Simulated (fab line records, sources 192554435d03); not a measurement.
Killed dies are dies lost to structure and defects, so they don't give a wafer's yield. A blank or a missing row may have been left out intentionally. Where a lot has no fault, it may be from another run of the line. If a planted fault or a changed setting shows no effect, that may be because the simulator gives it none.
Chamber matching -- flow n5Finfet -- rieDiel-01 running N5_BEOL_M4_STRIP_66: 4 sister chambers
The step strips in CF4. 4 wafers are shown with their chamber, then 6 later ones without.

== WAFERS WITH THEIR CHAMBER ==
wafer,chamber,showerheadPlenumPTorr (Torr)
L367.1,3,1.77
L368.2,2,1.77
L368.4,0,1.86
L368.5,1,1.79

== WAFERS WITHOUT THEIR CHAMBER ==
wafer,showerheadPlenumPTorr (Torr)
L369.2,1.77
L369.5,1.78
L369.6,1.77
L371.2,1.76
L371.3,1.76
L371.4,1.85

== CHAMBER TAKEN BY EACH ==
wafer,from the rows above,in truth
L369.2,can't be placed: 2 or 3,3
L369.5,can't be placed: 1 or 2 or 3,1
L369.6,can't be placed: 2 or 3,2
L371.2,can't be placed: 2 or 3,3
L371.3,can't be placed: 2 or 3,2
L371.4,0,0
Correct placement for 1 of the 6. These rows do not allow placing 5 (true chamber among the candidates in 5). 0 placed wrongly.
How it was worked out, from the rows above alone: a wafer's distance from a chamber is the root of the sum, over the readings, of the square of ((its reading less the chamber's mean) divided by the reading's scatter). If the next closest chamber is less than 2 further off than the closest, the wafer can't be placed; otherwise it belongs to the closest. The mean given for a chamber averages the wafers shown for that chamber. The scatter: with one shown wafer a chamber, the root of the mean of the squares of how far each hidden wafer lies from its nearest shown one.
